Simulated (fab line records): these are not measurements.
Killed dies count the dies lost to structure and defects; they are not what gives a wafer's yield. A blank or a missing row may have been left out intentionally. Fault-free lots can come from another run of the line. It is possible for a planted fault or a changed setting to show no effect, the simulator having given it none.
Which tool did it? / flow n5-finfet / 24 lots with 72 wafers sampled at 6 steps, on a route of 1938 steps

WHAT EACH GAUGE READ, for each wafer
N5_BEOL_M6_OCD_MEAS_38.
lot=L074; measured=day 9 04:13; on=ocd-02; trench-depth-nm (nm)=91.8 91.7 97.4
lot=L075; measured=day 10 02:37; on=ocd-02; trench-depth-nm (nm)=92.5 98.0 92.4
lot=L076; measured=day 10 06:23; on=ocd-02; trench-depth-nm (nm)=92.8 93.0 88.6
lot=L077; measured=day 10 11:27; on=ocd-01; trench-depth-nm (nm)=87.5 90.6 92.4
lot=L079; measured=day 10 11:41; on=ocd-02; trench-depth-nm (nm)=95.9 92.1 93.5
lot=L078; measured=day 10 13:53; on=ocd-02; trench-depth-nm (nm)=91.6 93.4 87.6
lot=L080; measured=day 10 17:33; on=ocd-01; trench-depth-nm (nm)=93.2 97.5 96.3
lot=L081; measured=day 10 19:44; on=ocd-02; trench-depth-nm (nm)=95.1 91.5 92.7
lot=L083; measured=day 11 14:44; on=ocd-02; trench-depth-nm (nm)=89.0 93.2 89.4
lot=L082; measured=day 11 21:08; on=ocd-01; trench-depth-nm (nm)=91.2 93.2 91.2
lot=L084; measured=day 12 06:02; on=ocd-01; trench-depth-nm (nm)=92.8 93.5 97.2
lot=L086; measured=day 12 11:16; on=ocd-02; trench-depth-nm (nm)=92.4 96.3 90.8
lot=L087; measured=day 12 18:01; on=ocd-01; trench-depth-nm (nm)=91.7 96.6 95.5
lot=L085; measured=day 12 18:15; on=ocd-02; trench-depth-nm (nm)=89.2 91.2 94.0
lot=L088; measured=day 12 22:20; on=ocd-01; trench-depth-nm (nm)=89.9 94.4 94.4
lot=L090; measured=day 13 17:36; on=ocd-02; trench-depth-nm (nm)=94.4 92.5 93.9
lot=L091; measured=day 13 18:58; on=ocd-02; trench-depth-nm (nm)=94.9 91.8 93.5
lot=L089; measured=day 13 22:10; on=ocd-02; trench-depth-nm (nm)=91.5 94.1 91.1
lot=L093; measured=day 14 06:02; on=ocd-02; trench-depth-nm (nm)=96.6 93.2 93.4
lot=L092; measured=day 14 06:07; on=ocd-02; trench-depth-nm (nm)=93.5 90.2 92.9
lot=L096; measured=day 14 21:46; on=ocd-01; trench-depth-nm (nm)=95.0 95.9 91.6
lot=L094; measured=day 14 23:35; on=ocd-01; trench-depth-nm (nm)=92.4 93.5 91.3
lot=L095; measured=day 15 00:44; on=ocd-02; trench-depth-nm (nm)=92.4 94.5 94.7
lot=L097; measured=day 16 01:27; on=ocd-01; trench-depth-nm (nm)=92.0 95.8 92.9

N5_BEOL_M6_RS_MEAS_57: measurement is done with a four-point probe.
lot=L074; measured=day 9 06:59; on=film-metro-01; M6_RS (ohm/sq)=0.305 0.291 0.278
lot=L075; measured=day 10 07:21; on=film-metro-02; M6_RS (ohm/sq)=0.283 0.269 0.283
lot=L076; measured=day 10 09:59; on=film-metro-02; M6_RS (ohm/sq)=0.293 0.287 0.312
lot=L077; measured=day 10 13:57; on=film-metro-01; M6_RS (ohm/sq)=0.327 0.307 0.291
lot=L079; measured=day 10 14:46; on=film-metro-02; M6_RS (ohm/sq)=0.289 0.312 0.289
lot=L078; measured=day 10 16:53; on=film-metro-01; M6_RS (ohm/sq)=0.290 0.299 0.313
lot=L080; measured=day 10 21:14; on=film-metro-02; M6_RS (ohm/sq)=0.298 0.276 0.288
lot=L081; measured=day 10 22:22; on=film-metro-01; M6_RS (ohm/sq)=0.276 0.303 0.295
lot=L083; measured=day 11 18:31; on=film-metro-01; M6_RS (ohm/sq)=0.306 0.288 0.311
lot=L082; measured=day 12 01:28; on=film-metro-01; M6_RS (ohm/sq)=0.302 0.281 0.312
lot=L084; measured=day 12 08:47; on=film-metro-01; M6_RS (ohm/sq)=0.299 0.305 0.280
lot=L086; measured=day 12 13:50; on=film-metro-01; M6_RS (ohm/sq)=0.295 0.283 0.303
lot=L087; measured=day 12 21:14; on=film-metro-01; M6_RS (ohm/sq)=0.306 0.270 0.282
lot=L085; measured=day 12 22:04; on=film-metro-02; M6_RS (ohm/sq)=0.307 0.298 0.292
lot=L088; measured=day 13 00:29; on=film-metro-01; M6_RS (ohm/sq)=0.312 0.285 0.290
lot=L090; measured=day 13 20:10; on=film-metro-02; M6_RS (ohm/sq)=0.274 0.282 0.277
lot=L091; measured=day 14 00:05; on=film-metro-02; M6_RS (ohm/sq)=0.281 0.287 0.287
lot=L089; measured=day 14 00:54; on=film-metro-02; M6_RS (ohm/sq)=0.298 0.282 0.298
lot=L093; measured=day 14 09:26; on=film-metro-01; M6_RS (ohm/sq)=0.280 0.295 0.286
lot=L092; measured=day 14 09:28; on=film-metro-02; M6_RS (ohm/sq)=0.297 0.308 0.296
lot=L096; measured=day 15 01:08; on=film-metro-01; M6_RS (ohm/sq)=0.281 0.280 0.295
lot=L094; measured=day 15 01:47; on=film-metro-01; M6_RS (ohm/sq)=0.306 0.288 0.299
lot=L095; measured=day 15 04:35; on=film-metro-02; M6_RS (ohm/sq)=0.296 0.293 0.286
lot=L097; measured=day 16 05:04; on=film-metro-01; M6_RS (ohm/sq)=0.298 0.293 0.287

N5_BEOL_M6_INSPECT_58: inspects for defects (darkfield).
lot=L074; measured=day 9 07:01; on=defect-inspect-01; raw-defect-count=77 39 62
lot=L075; measured=day 10 07:22; on=defect-inspect-02; raw-defect-count=69 87 67
lot=L076; measured=day 10 10:00; on=defect-inspect-02; raw-defect-count=81 40 52
lot=L077; measured=day 10 13:59; on=defect-inspect-01; raw-defect-count=70 59 46
lot=L079; measured=day 10 14:48; on=defect-inspect-02; raw-defect-count=46 55 58
lot=L078; measured=day 10 16:55; on=defect-inspect-01; raw-defect-count=87 64 65
lot=L080; measured=day 10 21:16; on=defect-inspect-02; raw-defect-count=56 62 79
lot=L081; measured=day 10 22:23; on=defect-inspect-02; raw-defect-count=80 45 84
lot=L083; measured=day 11 18:32; on=defect-inspect-01; raw-defect-count=89 81 51
lot=L082; measured=day 12 01:29; on=defect-inspect-02; raw-defect-count=64 43 43
lot=L084; measured=day 12 08:49; on=defect-inspect-02; raw-defect-count=74 104 120
lot=L086; measured=day 12 13:51; on=defect-inspect-02; raw-defect-count=45 57 49
lot=L087; measured=day 12 21:16; on=defect-inspect-02; raw-defect-count=41 37 76
lot=L085; measured=day 12 22:05; on=defect-inspect-01; raw-defect-count=79 103 94
lot=L088; measured=day 13 00:30; on=defect-inspect-02; raw-defect-count=97 67 89
lot=L090; measured=day 13 20:11; on=defect-inspect-02; raw-defect-count=57 59 62
lot=L091; measured=day 14 00:07; on=defect-inspect-01; raw-defect-count=74 76 71
lot=L089; measured=day 14 00:56; on=defect-inspect-02; raw-defect-count=95 104 123
lot=L093; measured=day 14 09:27; on=defect-inspect-02; raw-defect-count=56 64 71
lot=L092; measured=day 14 09:30; on=defect-inspect-01; raw-defect-count=120 69 81
lot=L096; measured=day 15 01:09; on=defect-inspect-02; raw-defect-count=29 52 72
lot=L094; measured=day 15 01:49; on=defect-inspect-02; raw-defect-count=79 92 64
lot=L095; measured=day 15 04:37; on=defect-inspect-02; raw-defect-count=74 61 58
lot=L097; measured=day 16 05:05; on=defect-inspect-02; raw-defect-count=51 40 76

N5_BEOL_M7_INSPECT_58: inspects for defects (darkfield).
lot=L074; measured=day 9 17:28; on=defect-inspect-01; raw-defect-count=64 49 67
lot=L075; measured=day 10 13:37; on=defect-inspect-01; raw-defect-count=70 70 68
lot=L076; measured=day 10 16:23; on=defect-inspect-01; raw-defect-count=111 70 86
lot=L077; measured=day 10 19:56; on=defect-inspect-02; raw-defect-count=126 90 102
lot=L079; measured=day 10 23:29; on=defect-inspect-02; raw-defect-count=52 35 59
lot=L078; measured=day 11 00:47; on=defect-inspect-01; raw-defect-count=57 37 23
lot=L080; measured=day 11 03:33; on=defect-inspect-02; raw-defect-count=99 58 70
lot=L081; measured=day 11 05:18; on=defect-inspect-01; raw-defect-count=53 110 49
lot=L083; measured=day 12 03:02; on=defect-inspect-02; raw-defect-count=111 132 108
lot=L082; measured=day 12 08:57; on=defect-inspect-02; raw-defect-count=72 55 81
lot=L084; measured=day 12 15:55; on=defect-inspect-02; raw-defect-count=57 56 65
lot=L086; measured=day 12 22:57; on=defect-inspect-01; raw-defect-count=72 100 63
lot=L087; measured=day 13 06:04; on=defect-inspect-01; raw-defect-count=106 69 52
lot=L085; measured=day 13 06:20; on=defect-inspect-02; raw-defect-count=77 71 85
lot=L088; measured=day 13 07:12; on=defect-inspect-01; raw-defect-count=64 78 108
lot=L090; measured=day 14 03:58; on=defect-inspect-01; raw-defect-count=71 98 92
lot=L091; measured=day 14 09:13; on=defect-inspect-01; raw-defect-count=73 52 65
lot=L089; measured=day 14 09:43; on=defect-inspect-01; raw-defect-count=91 71 80
lot=L093; measured=day 15 00:37; on=defect-inspect-02; raw-defect-count=41 52 38
lot=L092; measured=day 15 01:19; on=defect-inspect-02; raw-defect-count=74 107 118
lot=L096; measured=day 15 07:58; on=defect-inspect-02; raw-defect-count=58 35 60
lot=L094; measured=day 15 08:15; on=defect-inspect-01; raw-defect-count=60 89 72
lot=L095; measured=day 15 12:53; on=defect-inspect-02; raw-defect-count=56 66 70
lot=L097; measured=day 16 11:52; on=defect-inspect-01; raw-defect-count=71 60 62

TOOL THAT RAN EACH LOT (tool first, then ch and the chambers of the sampled wafers, then the start)
lot=L074; N5_BEOL_M6_ETCH_65=rie-diel-06 ch 0,2,3, day 9 03:51; N5_BEOL_M7_STRIP_36=rie-diel-04 ch 0,2,3, day 9 10:50
lot=L075; N5_BEOL_M6_ETCH_65=rie-diel-06 ch 2,3, day 10 02:14; N5_BEOL_M7_STRIP_36=rie-diel-01 ch 2,3, day 10 10:19
lot=L076; N5_BEOL_M6_ETCH_65=rie-diel-05 ch 0,1,3, day 10 06:01; N5_BEOL_M7_STRIP_36=rie-diel-04 ch 0,1, day 10 13:34
lot=L077; N5_BEOL_M6_ETCH_65=rie-diel-05 ch 1,2,3, day 10 11:04; N5_BEOL_M7_STRIP_36=rie-diel-03 ch 1,2,3, day 10 17:17
lot=L079; N5_BEOL_M6_ETCH_65=rie-diel-02 ch 1,2,3, day 10 11:19; N5_BEOL_M7_STRIP_36=rie-diel-03 ch 0,1,2, day 10 20:07
lot=L078; N5_BEOL_M6_ETCH_65=rie-diel-05 ch 0,1,2, day 10 13:31; N5_BEOL_M7_STRIP_36=rie-diel-01 ch 1,2, day 10 21:50
lot=L080; N5_BEOL_M6_ETCH_65=rie-diel-06 ch 0,1,2, day 10 17:11; N5_BEOL_M7_STRIP_36=rie-diel-03 ch 0,1, day 11 00:55
lot=L081; N5_BEOL_M6_ETCH_65=rie-diel-06 ch 0,1,3, day 10 19:22; N5_BEOL_M7_STRIP_36=rie-diel-03 ch 0,2,3, day 11 01:19
lot=L083; N5_BEOL_M6_ETCH_65=rie-diel-05 ch 0,1, day 11 14:12; N5_BEOL_M7_STRIP_36=rie-diel-01 ch 1,2,3, day 12 00:21
lot=L082; N5_BEOL_M6_ETCH_65=rie-diel-06 ch 0,1, day 11 20:46; N5_BEOL_M7_STRIP_36=rie-diel-04 ch 0,3, day 12 05:48
lot=L084; N5_BEOL_M6_ETCH_65=rie-diel-06 ch 1,2,3, day 12 05:39; N5_BEOL_M7_STRIP_36=rie-diel-04 ch 2,3, day 12 13:26
lot=L086; N5_BEOL_M6_ETCH_65=rie-diel-06 ch 0,2,3, day 12 10:53; N5_BEOL_M7_STRIP_36=rie-diel-01 ch 0,1,2, day 12 19:16
lot=L087; N5_BEOL_M6_ETCH_65=rie-diel-06 ch 0,1,2, day 12 17:39; N5_BEOL_M7_STRIP_36=rie-diel-04 ch 0,1,2, day 13 01:35
lot=L085; N5_BEOL_M6_ETCH_65=rie-diel-05 ch 1,2,3, day 12 17:53; N5_BEOL_M7_STRIP_36=rie-diel-01 ch 0,1,2, day 13 01:53
lot=L088; N5_BEOL_M6_ETCH_65=rie-diel-05 ch 1,3, day 12 21:58; N5_BEOL_M7_STRIP_36=rie-diel-01 ch 1,2,3, day 13 04:16
lot=L090; N5_BEOL_M6_ETCH_65=rie-diel-02 ch 0,3, day 13 17:14; N5_BEOL_M7_STRIP_36=rie-diel-01 ch 0,1,3, day 14 01:32
lot=L091; N5_BEOL_M6_ETCH_65=rie-diel-06 ch 0,1,3, day 13 18:35; N5_BEOL_M7_STRIP_36=rie-diel-01 ch 0,1,3, day 14 05:44
lot=L089; N5_BEOL_M6_ETCH_65=rie-diel-05 ch 0,2, day 13 21:47; N5_BEOL_M7_STRIP_36=rie-diel-03 ch 1,2,3, day 14 06:22
lot=L093; N5_BEOL_M6_ETCH_65=rie-diel-02 ch 1,2,3, day 14 05:40; N5_BEOL_M7_STRIP_36=rie-diel-03 ch 0,1, day 14 20:38
lot=L092; N5_BEOL_M6_ETCH_65=rie-diel-05 ch 0,1, day 14 05:44; N5_BEOL_M7_STRIP_36=rie-diel-03 ch 0,1,3, day 14 21:02
lot=L096; N5_BEOL_M6_ETCH_65=rie-diel-05 ch 0,2, day 14 21:13; N5_BEOL_M7_STRIP_36=rie-diel-03 ch 0,1, day 15 05:29
lot=L094; N5_BEOL_M6_ETCH_65=rie-diel-02 ch 0,3, day 14 23:02; N5_BEOL_M7_STRIP_36=rie-diel-04 ch 0,1,2, day 15 05:33
lot=L095; N5_BEOL_M6_ETCH_65=rie-diel-02 ch 0,3, day 15 00:11; N5_BEOL_M7_STRIP_36=rie-diel-04 ch 0,1,3, day 15 09:44
lot=L097; N5_BEOL_M6_ETCH_65=rie-diel-06 ch 2,3, day 16 01:04; N5_BEOL_M7_STRIP_36=rie-diel-04 ch 0,2,3, day 16 09:04
- N5_BEOL_M6_ETCH_65: etches SiARC in CF4, target depth 15.6 nm, time 26 s.
- N5_BEOL_M7_STRIP_36: strips in N2/H2.

WHAT THE TOOLS THEMSELVES READ (means of the sampled wafers that have a number; where no wafer has one, the mark that the record gives instead)
N5_BEOL_M6_ETCH_65.
lot=L074; tool=rie-diel-06; drypump-motor-current-A (A)=5.2; etch-rf-on-time-s (s)=26.3; oes-product-au (a.u.)=0.73; rf-vpp-V (V)=184.5; showerhead-plenum-p-Torr (Torr)=2.16; throttle-valve-pct (%)=15.43
lot=L075; tool=rie-diel-06; drypump-motor-current-A (A)=5.0; etch-rf-on-time-s (s)=26.4; oes-product-au (a.u.)=0.75; rf-vpp-V (V)=184.1; showerhead-plenum-p-Torr (Torr)=2.11; throttle-valve-pct (%)=15.20
lot=L076; tool=rie-diel-05; drypump-motor-current-A (A)=5.6; etch-rf-on-time-s (s)=26.7; oes-product-au (a.u.)=0.61; rf-vpp-V (V)=182.9; showerhead-plenum-p-Torr (Torr)=2.13; throttle-valve-pct (%)=15.62
lot=L077; tool=rie-diel-05; drypump-motor-current-A (A)=5.5; etch-rf-on-time-s (s)=27.1; oes-product-au (a.u.)=0.62; rf-vpp-V (V)=184.2; showerhead-plenum-p-Torr (Torr)=2.14; throttle-valve-pct (%)=15.57
lot=L079; tool=rie-diel-02; drypump-motor-current-A (A)=5.4; etch-rf-on-time-s (s)=25.6; oes-product-au (a.u.)=0.68; rf-vpp-V (V)=184.1; showerhead-plenum-p-Torr (Torr)=2.18; throttle-valve-pct (%)=15.76
lot=L078; tool=rie-diel-05; drypump-motor-current-A (A)=5.7; etch-rf-on-time-s (s)=26.7; oes-product-au (a.u.)=0.65; rf-vpp-V (V)=183.3; showerhead-plenum-p-Torr (Torr)=2.10; throttle-valve-pct (%)=15.52
lot=L080; tool=rie-diel-06; drypump-motor-current-A (A)=5.7; etch-rf-on-time-s (s)=26.0; oes-product-au (a.u.)=0.70; rf-vpp-V (V)=184.7; showerhead-plenum-p-Torr (Torr)=2.17; throttle-valve-pct (%)=15.43
lot=L081; tool=rie-diel-06; drypump-motor-current-A (A)=5.5; etch-rf-on-time-s (s)=26.5; oes-product-au (a.u.)=0.68; rf-vpp-V (V)=184.0; showerhead-plenum-p-Torr (Torr)=2.15; throttle-valve-pct (%)=15.36
lot=L083; tool=rie-diel-05; drypump-motor-current-A (A)=5.4; etch-rf-on-time-s (s)=27.4; oes-product-au (a.u.)=0.60; rf-vpp-V (V)=183.2; showerhead-plenum-p-Torr (Torr)=2.11; throttle-valve-pct (%)=15.58
lot=L082; tool=rie-diel-06; drypump-motor-current-A (A)=5.7; etch-rf-on-time-s (s)=26.6; oes-product-au (a.u.)=0.63; rf-vpp-V (V)=184.9; showerhead-plenum-p-Torr (Torr)=2.19; throttle-valve-pct (%)=15.62
lot=L084; tool=rie-diel-06; drypump-motor-current-A (A)=5.6; etch-rf-on-time-s (s)=26.0; oes-product-au (a.u.)=0.72; rf-vpp-V (V)=184.6; showerhead-plenum-p-Torr (Torr)=2.13; throttle-valve-pct (%)=15.21
lot=L086; tool=rie-diel-06; drypump-motor-current-A (A)=5.2; etch-rf-on-time-s (s)=26.3; oes-product-au (a.u.)=0.69; rf-vpp-V (V)=184.2; showerhead-plenum-p-Torr (Torr)=2.15; throttle-valve-pct (%)=15.49
lot=L087; tool=rie-diel-06; drypump-motor-current-A (A)=5.7; etch-rf-on-time-s (s)=26.2; oes-product-au (a.u.)=0.68; rf-vpp-V (V)=185.1; showerhead-plenum-p-Torr (Torr)=2.16; throttle-valve-pct (%)=15.46
lot=L085; tool=rie-diel-05; drypump-motor-current-A (A)=5.5; etch-rf-on-time-s (s)=26.7; oes-product-au (a.u.)=0.69; rf-vpp-V (V)=183.8; showerhead-plenum-p-Torr (Torr)=2.14; throttle-valve-pct (%)=15.44
lot=L088; tool=rie-diel-05; drypump-motor-current-A (A)=5.4; etch-rf-on-time-s (s)=26.6; oes-product-au (a.u.)=0.73; rf-vpp-V (V)=184.0; showerhead-plenum-p-Torr (Torr)=2.17; throttle-valve-pct (%)=15.38
lot=L090; tool=rie-diel-02; drypump-motor-current-A (A)=5.8; etch-rf-on-time-s (s)=25.9; oes-product-au (a.u.)=0.80; rf-vpp-V (V)=185.0; showerhead-plenum-p-Torr (Torr)=2.18; throttle-valve-pct (%)=15.64
lot=L091; tool=rie-diel-06; drypump-motor-current-A (A)=5.5; etch-rf-on-time-s (s)=26.2; oes-product-au (a.u.)=0.67; rf-vpp-V (V)=183.5; showerhead-plenum-p-Torr (Torr)=2.14; throttle-valve-pct (%)=15.41
lot=L089; tool=rie-diel-05; drypump-motor-current-A (A)=6.1; etch-rf-on-time-s (s)=26.4; oes-product-au (a.u.)=0.66; rf-vpp-V (V)=184.3; showerhead-plenum-p-Torr (Torr)=2.07; throttle-valve-pct (%)=15.54
lot=L093; tool=rie-diel-02; drypump-motor-current-A (A)=5.4; etch-rf-on-time-s (s)=25.7; oes-product-au (a.u.)=0.65; rf-vpp-V (V)=184.9; showerhead-plenum-p-Torr (Torr)=2.17; throttle-valve-pct (%)=15.83
lot=L092; tool=rie-diel-05; drypump-motor-current-A (A)=5.8; etch-rf-on-time-s (s)=26.6; oes-product-au (a.u.)=0.61; rf-vpp-V (V)=182.6; showerhead-plenum-p-Torr (Torr)=2.07; throttle-valve-pct (%)=15.65
lot=L096; tool=rie-diel-05; drypump-motor-current-A (A)=6.2; etch-rf-on-time-s (s)=25.6; oes-product-au (a.u.)=0.65; rf-vpp-V (V)=183.0; showerhead-plenum-p-Torr (Torr)=2.06; throttle-valve-pct (%)=15.62
lot=L094; tool=rie-diel-02; drypump-motor-current-A (A)=5.9; etch-rf-on-time-s (s)=26.5; oes-product-au (a.u.)=0.76; rf-vpp-V (V)=184.9; showerhead-plenum-p-Torr (Torr)=2.18; throttle-valve-pct (%)=15.67
lot=L095; tool=rie-diel-02; drypump-motor-current-A (A)=5.6; etch-rf-on-time-s (s)=25.9; oes-product-au (a.u.)=0.75; rf-vpp-V (V)=184.0; showerhead-plenum-p-Torr (Torr)=2.18; throttle-valve-pct (%)=15.73
lot=L097; tool=rie-diel-06; drypump-motor-current-A (A)=5.0; etch-rf-on-time-s (s)=26.2; oes-product-au (a.u.)=0.70; rf-vpp-V (V)=184.2; showerhead-plenum-p-Torr (Torr)=2.10; throttle-valve-pct (%)=15.29

N5_BEOL_M7_STRIP_36.
lot=L074; tool=rie-diel-04; drypump-motor-current-A (A)=5.5; h2-flow-sccm (sccm)=200.0; oes-product-au (a.u.)=0.79; rf-vpp-V (V)=59.3; showerhead-plenum-p-Torr (Torr)=2.52; throttle-valve-pct (%)=24.0
lot=L075; tool=rie-diel-01; drypump-motor-current-A (A)=5.5; h2-flow-sccm (sccm)=200.3; oes-product-au (a.u.)=0.89; rf-vpp-V (V)=59.0; showerhead-plenum-p-Torr (Torr)=2.49; throttle-valve-pct (%)=23.3
lot=L076; tool=rie-diel-04; drypump-motor-current-A (A)=5.4; h2-flow-sccm (sccm)=200.3; oes-product-au (a.u.)=0.86; rf-vpp-V (V)=59.3; showerhead-plenum-p-Torr (Torr)=2.57; throttle-valve-pct (%)=23.7
lot=L077; tool=rie-diel-03; drypump-motor-current-A (A)=5.6; h2-flow-sccm (sccm)=199.8; oes-product-au (a.u.)=0.78; rf-vpp-V (V)=58.1; showerhead-plenum-p-Torr (Torr)=2.51; throttle-valve-pct (%)=23.7
lot=L079; tool=rie-diel-03; drypump-motor-current-A (A)=5.2; h2-flow-sccm (sccm)=200.0; oes-product-au (a.u.)=0.81; rf-vpp-V (V)=58.5; showerhead-plenum-p-Torr (Torr)=2.58; throttle-valve-pct (%)=23.5
lot=L078; tool=rie-diel-01; drypump-motor-current-A (A)=5.3; h2-flow-sccm (sccm)=200.2; oes-product-au (a.u.)=0.82; rf-vpp-V (V)=57.7; showerhead-plenum-p-Torr (Torr)=2.44; throttle-valve-pct (%)=23.7
lot=L080; tool=rie-diel-03; drypump-motor-current-A (A)=5.2; h2-flow-sccm (sccm)=199.7; oes-product-au (a.u.)=0.84; rf-vpp-V (V)=59.5; showerhead-plenum-p-Torr (Torr)=2.61; throttle-valve-pct (%)=23.4
lot=L081; tool=rie-diel-03; drypump-motor-current-A (A)=5.4; h2-flow-sccm (sccm)=200.2; oes-product-au (a.u.)=0.83; rf-vpp-V (V)=59.0; showerhead-plenum-p-Torr (Torr)=2.56; throttle-valve-pct (%)=23.4
lot=L083; tool=rie-diel-01; drypump-motor-current-A (A)=5.4; h2-flow-sccm (sccm)=199.7; oes-product-au (a.u.)=0.82; rf-vpp-V (V)=57.7; showerhead-plenum-p-Torr (Torr)=2.47; throttle-valve-pct (%)=23.5
lot=L082; tool=rie-diel-04; drypump-motor-current-A (A)=5.7; h2-flow-sccm (sccm)=200.7; oes-product-au (a.u.)=0.82; rf-vpp-V (V)=59.2; showerhead-plenum-p-Torr (Torr)=2.57; throttle-valve-pct (%)=24.0
lot=L084; tool=rie-diel-04; drypump-motor-current-A (A)=5.3; h2-flow-sccm (sccm)=200.4; oes-product-au (a.u.)=0.70; rf-vpp-V (V)=60.5; showerhead-plenum-p-Torr (Torr)=2.46; throttle-valve-pct (%)=24.1
lot=L086; tool=rie-diel-01; drypump-motor-current-A (A)=5.3; h2-flow-sccm (sccm)=200.2; oes-product-au (a.u.)=0.83; rf-vpp-V (V)=60.1; showerhead-plenum-p-Torr (Torr)=2.51; throttle-valve-pct (%)=23.7
lot=L087; tool=rie-diel-04; drypump-motor-current-A (A)=5.2; h2-flow-sccm (sccm)=200.4; oes-product-au (a.u.)=0.76; rf-vpp-V (V)=58.3; showerhead-plenum-p-Torr (Torr)=2.50; throttle-valve-pct (%)=23.8
lot=L085; tool=rie-diel-01; drypump-motor-current-A (A)=5.3; h2-flow-sccm (sccm)=199.9; oes-product-au (a.u.)=0.82; rf-vpp-V (V)=60.2; showerhead-plenum-p-Torr (Torr)=2.51; throttle-valve-pct (%)=23.7
lot=L088; tool=rie-diel-01; drypump-motor-current-A (A)=5.4; h2-flow-sccm (sccm)=199.8; oes-product-au (a.u.)=0.81; rf-vpp-V (V)=59.0; showerhead-plenum-p-Torr (Torr)=2.47; throttle-valve-pct (%)=23.5
lot=L090; tool=rie-diel-01; drypump-motor-current-A (A)=5.3; h2-flow-sccm (sccm)=200.5; oes-product-au (a.u.)=0.82; rf-vpp-V (V)=59.9; showerhead-plenum-p-Torr (Torr)=2.54; throttle-valve-pct (%)=23.6
lot=L091; tool=rie-diel-01; drypump-motor-current-A (A)=5.3; h2-flow-sccm (sccm)=200.0; oes-product-au (a.u.)=0.82; rf-vpp-V (V)=59.3; showerhead-plenum-p-Torr (Torr)=2.54; throttle-valve-pct (%)=23.6
lot=L089; tool=rie-diel-03; drypump-motor-current-A (A)=5.6; h2-flow-sccm (sccm)=199.4; oes-product-au (a.u.)=0.76; rf-vpp-V (V)=59.7; showerhead-plenum-p-Torr (Torr)=2.51; throttle-valve-pct (%)=23.7
lot=L093; tool=rie-diel-03; drypump-motor-current-A (A)=5.2; h2-flow-sccm (sccm)=200.6; oes-product-au (a.u.)=0.81; rf-vpp-V (V)=59.5; showerhead-plenum-p-Torr (Torr)=2.60; throttle-valve-pct (%)=23.4
lot=L092; tool=rie-diel-03; drypump-motor-current-A (A)=5.6; h2-flow-sccm (sccm)=200.2; oes-product-au (a.u.)=0.79; rf-vpp-V (V)=60.3; showerhead-plenum-p-Torr (Torr)=2.54; throttle-valve-pct (%)=23.6
lot=L096; tool=rie-diel-03; drypump-motor-current-A (A)=5.4; h2-flow-sccm (sccm)=199.9; oes-product-au (a.u.)=0.75; rf-vpp-V (V)=60.1; showerhead-plenum-p-Torr (Torr)=2.55; throttle-valve-pct (%)=23.7
lot=L094; tool=rie-diel-04; drypump-motor-current-A (A)=5.3; h2-flow-sccm (sccm)=199.8; oes-product-au (a.u.)=0.86; rf-vpp-V (V)=59.2; showerhead-plenum-p-Torr (Torr)=2.60; throttle-valve-pct (%)=23.6
lot=L095; tool=rie-diel-04; drypump-motor-current-A (A)=5.8; h2-flow-sccm (sccm)=200.4; oes-product-au (a.u.)=0.78; rf-vpp-V (V)=58.2; showerhead-plenum-p-Torr (Torr)=2.53; throttle-valve-pct (%)=23.9
lot=L097; tool=rie-diel-04; drypump-motor-current-A (A)=5.5; h2-flow-sccm (sccm)=199.1; oes-product-au (a.u.)=0.83; rf-vpp-V (V)=58.8; showerhead-plenum-p-Torr (Torr)=2.61; throttle-valve-pct (%)=23.9

THE ANSWER, worked out from the rows above alone
Rule: usual is defined by the lots themselves. Put in order of their means at a reading, lots are off if they are a third of the lots or fewer, leave a main group of 4 or more, and stand apart from it by a gap of 3 or more times the standard deviation of the main group's means; of several such gaps the widest counts. The tables above print the reading to a certain number of digits; a main group whose means all agree to those digits is not used. A lot without any number at a reading at which 4 lots or more have one is off too. All remaining lots with rows at the step are treated as sound. The gauges are gone through in route order, then the tools' own readings, and for those a lot's mean is taken as printed above. The first step at which some lot is off is used, and at that step the reading that is off furthest; a lot without a number counts as furthest.
Across all readings shown, no lot is off: no conclusion can be drawn from this.

WHAT THE SIMULATOR PUT IN
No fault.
